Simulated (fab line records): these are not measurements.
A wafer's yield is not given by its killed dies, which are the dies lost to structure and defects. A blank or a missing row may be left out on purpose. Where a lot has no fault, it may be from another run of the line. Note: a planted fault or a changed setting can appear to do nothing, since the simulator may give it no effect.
Chamber matching -- flow nandHarc -- NHARC_A_WL_FILL_ALD_02 on aldMetal-02 has 4 sister chambers
The step deposits TiN, target thk 2 nm, pulse time 3 s, ald cycles 100. 16 wafers are shown with their chamber, then 8 later ones without.

## WAFERS WITH THEIR CHAMBER
wafer,chamber,heaterPowerW (W),precursorPulseHeightRel
L074.2,1,1030,0.997
L074.4,0,976,0.979
L074.6,3,1095,1.012
L076.1,1,1017,1.005
L076.4,0,982,1.028
L076.6,1,1043,1.021
L081.1,1,1021,0.974
L081.4,3,1043,0.972
L081.5,2,937,1.014
L084.1,1,1033,0.977
L084.2,2,971,1.009
L084.6,0,977,0.968
L086.1,0,952,0.988
L086.2,3,1076,1.001
L086.6,3,1077,1.007
L088.1,0,961,0.982

SIGNATURES (averages over the wafers above)
reading,chamber 0,chamber 1,chamber 2,chamber 3,scatter within a chamber
heaterPowerW,969.60,1028.80,954.00,1072.75,15.9
precursorPulseHeightRel,0.98900,0.99480,1.01150,0.99800,0.0196
Rule: a wafer's distance from a chamber is the root of the sum, over the readings, of the square of ((its reading less the chamber's mean) divided by the reading's scatter). The wafer belongs to the nearest chamber; if the next one is less than 2 further off, it can't be placed. The scatter: the root of (the sum of the squares of (reading less its chamber's mean) over the shown wafers, divided by (wafers less chambers)).

## WAFERS WHOSE CHAMBER IS MISSING
wafer,heaterPowerW (W),precursorPulseHeightRel
L088.3,1089,0.973
L088.5,951,0.988
L091.2,1052,1.020
L091.3,966,1.040
L091.5,1023,1.044
L096.3,1020,1.009
L096.5,1094,0.991
L096.6,1009,0.970

## WHICH CHAMBER EACH WENT THROUGH
wafer,from the rows above,in truth
L088.3,3,3
L088.5,can't be placed: 0 or 2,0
L091.2,can't be placed: 3 or 1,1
L091.3,can't be placed: 2 or 0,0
L091.5,can't be placed: 1 or 3 or 0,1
L096.3,1,1
L096.5,3,3
L096.6,can't be placed: 1 or 0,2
Correct placement for 3 of the 8. Unplaceable from these rows: 5, with the true chamber sitting among the candidates in 4. Placed wrongly: 0.
